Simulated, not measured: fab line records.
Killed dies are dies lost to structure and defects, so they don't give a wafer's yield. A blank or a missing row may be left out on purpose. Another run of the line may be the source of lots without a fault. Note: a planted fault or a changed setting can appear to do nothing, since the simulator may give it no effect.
Matching of chambers + flow nandHarc + 3 sister chambers for NHARC_A_CONTACT_DEP_58 on pecvd-01
The step deposits SiON, target thk 90 nm. 3 wafers are shown with their chamber, then 7 later ones without.

## WAFERS WITH THEIR CHAMBER
| wafer  | chamber | heaterPowerW (W) |
|--------|---------|------------------|
| L186.2 | 1       | 805              |
| L186.5 | 2       | 803              |
| L187.1 | 0       | 658              |

## WAFERS MISSING THEIR CHAMBER
| wafer  | heaterPowerW (W) |
|--------|------------------|
| L187.2 | 853              |
| L187.6 | 834              |
| L189.3 | 784              |
| L189.5 | 794              |
| L197.2 | 861              |
| L197.4 | 798              |
| L197.5 | 671              |

## WHICH CHAMBER EACH WENT THROUGH
| wafer  | from the rows above     | in truth |
|--------|-------------------------|----------|
| L187.2 | can't be placed: 1 or 2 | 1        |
| L187.6 | can't be placed: 1 or 2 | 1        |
| L189.3 | can't be placed: 2 or 1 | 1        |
| L189.5 | can't be placed: 2 or 1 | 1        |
| L197.2 | can't be placed: 1 or 2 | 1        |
| L197.4 | can't be placed: 2 or 1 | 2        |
| L197.5 | 0                       | 0        |
Correct placement for 1 of the 7. From these rows, 6 cannot be placed; in 6 the true chamber is one of the candidates. Wrongly placed: 0.
How it was worked out, from the rows above alone: a wafer's distance from a chamber is the root of the sum, over the readings, of the square of ((its reading less the chamber's mean) divided by the reading's scatter). The wafer belongs to the nearest chamber; if the next one is less than 2 further off, it can't be placed. A chamber's mean is the mean of its shown wafers. The scatter (one wafer shown for each chamber): square how far every hidden wafer sits from the nearest shown wafer, average those squares and take the square root.
